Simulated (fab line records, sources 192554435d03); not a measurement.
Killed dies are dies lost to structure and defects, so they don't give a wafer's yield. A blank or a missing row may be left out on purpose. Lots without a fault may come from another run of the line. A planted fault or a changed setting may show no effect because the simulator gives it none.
Split-lot experiment | flow n5_finfet | 7 lots, 39 wafers read, on a route of 1938 steps

THE SPLIT
At N5_BEOL_M11_VIA_ETCH_34 (etches SiCOH lowk in C4F6/O2, target depth 184.5 nm, time 69.2 s), the setting time_s was moved away from the recipe's 69.2 s on 18 of the 39 wafers read, by -54.0% to +54.3%. The other wafers ran this setting at the recipe's value.

The reading is taken at the split's own step.

THE READING
SOC_of_BEOL_M11_COAT_63.thk_nm (the simulator's own value, which no gauge read), in nm, at N5_BEOL_M11_VIA_ETCH_34 (etches SiCOH lowk in C4F6/O2, target depth 184.5 nm, time 69.2 s). The file gives no usual value for it. The 21 wafers here that ran the recipe average 92.3 nm, standard deviation 0.3 nm.

wafer  | tool, chamber at the split | time_s as run, s | against the recipe | SOC_of_BEOL_M11_COAT_63.thk_nm, nm | against lot-mates on the recipe
L077.1 | rie_diel-05, 1             | 69.2             | recipe             | 92.4                               | -
L077.2 | rie_diel-05, 2             | 31.82            | -54.0%             | 96.8                               | +4.5
L077.3 | rie_diel-05, 0             | 69.2             | recipe             | 92.4                               | -
L077.4 | rie_diel-05, 3             | 69.2             | recipe             | 92.2                               | -
L077.5 | rie_diel-05, 0             | 31.82            | -54.0%             | 96.8                               | +4.5
L077.6 | rie_diel-05, 3             | 31.82            | -54.0%             | 96.8                               | +4.5
L078.1 | rie_diel-01, 3             | 69.2             | recipe             | 92.2                               | -
L078.2 | rie_diel-01, 1             | 69.2             | recipe             | 92.4                               | -
L078.3 | rie_diel-01, 2             | 46.89            | -32.2%             | 94.8                               | +2.5
L078.4 | rie_diel-01, 0             | 46.89            | -32.2%             | 95                                 | +2.7
L078.5 | rie_diel-01, 1             | 46.89            | -32.2%             | 95                                 | +2.7
L078.6 | rie_diel-01, 2             | 69.2             | recipe             | 92.4                               | -
L083.1 | rie_diel-05, 0             | 106.8            | +54.3%             | 88                                 | -4.5
L083.2 | rie_diel-05, 1             | 69.2             | recipe             | 92.4                               | -
L083.3 | rie_diel-05, 3             | 106.8            | +54.3%             | 88.4                               | -4.1
L083.4 | rie_diel-05, 2             | 69.2             | recipe             | 92.6                               | -
L083.5 | rie_diel-05, 1             | 106.8            | +54.3%             | 88.4                               | -4.1
L083.6 | rie_diel-05, 0             | 69.2             | recipe             | 92.4                               | -
L084.1 | rie_diel-06, 3             | 69.2             | recipe             | 92.4                               | -
L084.2 | rie_diel-06, 0             | 39.54            | -42.9%             | 95.6                               | +3.1
L084.3 | rie_diel-06, 2             | 39.54            | -42.9%             | 96                                 | +3.5
L084.4 | rie_diel-06, 1             | 69.2             | recipe             | 92.6                               | -
L084.5 | rie_diel-06, 3             | 39.54            | -42.9%             | 95.8                               | +3.3
L084.6 | rie_diel-06, 2             | 69.2             | recipe             | 92.6                               | -
L090.1 | rie_diel-05, 0             | 81.7             | +18.1%             | 91                                 | -1.3
L090.2 | rie_diel-05, 1             | 69.2             | recipe             | 92.4                               | -
L090.3 | rie_diel-05, 3             | 69.2             | recipe             | 92                                 | -
L090.4 | rie_diel-05, 2             | 81.7             | +18.1%             | 91                                 | -1.3
L090.5 | rie_diel-05, 3             | 69.2             | recipe             | 92.4                               | -
L090.6 | rie_diel-05, 2             | 81.7             | +18.1%             | 91.2                               | -1.1
L085.1 | rie_diel-06, 2             | 69.2             | recipe             | 91.8                               | -
L085.2 | rie_diel-06, 0             | 69.2             | recipe             | 92.2                               | -
L085.3 | rie_diel-06, 1             | 52.42            | -24.2%             | 94.4                               | +2.2
L085.4 | rie_diel-06, 2             | 52.42            | -24.2%             | 94.2                               | +2.0
L085.5 | rie_diel-06, 0             | 52.42            | -24.2%             | 94.2                               | +2.0
L085.6 | rie_diel-06, 1             | 69.2             | recipe             | 92.6                               | -
L089.2 | rie_diel-06, 1             | 69.2             | recipe             | 92.2                               | -
L089.3 | rie_diel-06, 2             | 69.2             | recipe             | 91.4                               | -
L089.4 | rie_diel-06, 3             | 69.2             | recipe             | 91.8                               | -

THE FIT
A straight line over all 39 wafers: SOC_of_BEOL_M11_COAT_63.thk_nm changes by -0.0789 nm for each +1% of time_s; r = -0.99; the points scatter about the line by 0.26 nm.
The same after taking each lot's own level away (the mean of its wafers on the recipe; 39 wafers): -0.0788 nm for each +1%; r = -1.00; scatter 0.2 nm.
On that fit, the largest move of time_s shifts the reading by 4.3 nm.
The lots' own levels span 91.80 to 92.53 nm, that is 2.5 times the standard deviation above.
So the lot-to-lot level changes the slope little: the two slopes agree.
Check: with one of the wafers moved furthest among these (+54.3%) left out of the fit, the line predicts -4.19 nm for it against its lot-mates. It came out at -4.47 nm against them.

OTHER SPLITS ON THESE WAFERS
These wafers also went through other splits before the reading. Each is held against what the fit with the lots' levels taken away leaves over:
other split on the same wafers           | wafers away from the commonest value | r with SOC_of_BEOL_M11_COAT_63.thk_nm (lot level and that fit taken away)
N5_BEOL_M4_DESCUM_33 time_s              | 15                                   | +0.17
N5_BEOL_M6_DESCUM_33 time_s              | 15                                   | +0.08
N5_BEOL_M8_TRENCH_ETCH_37 target_depth_a | 15                                   | +0.01

THE WHOLE CHAIN: every reading that the file lists as answering this split, in the file's order
step                    | what it does                                                     | reading                                                                         | change (the file's fit)                | r (the file's)
N5_BEOL_M11_VIA_ETCH_34 | etches SiCOH lowk in C4F6/O2, target depth 184.5 nm, time 69.2 s | etch.depth_nm (the simulator's own value, which no gauge read)                  | +1.84 nm for each +1% of the setting   | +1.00
N5_BEOL_M11_VIA_ETCH_34 | etches SiCOH lowk in C4F6/O2, target depth 184.5 nm, time 69.2 s | SOC_of_BEOL_M11_COAT_63.thk_nm (the simulator's own value, which no gauge read) | -0.0792 nm for each +1% of the setting | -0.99

THE FILE'S OWN FIT
SOC_of_BEOL_M11_COAT_63.thk_nm changes by -0.0792 nm for each +1% of time_s, r = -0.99.
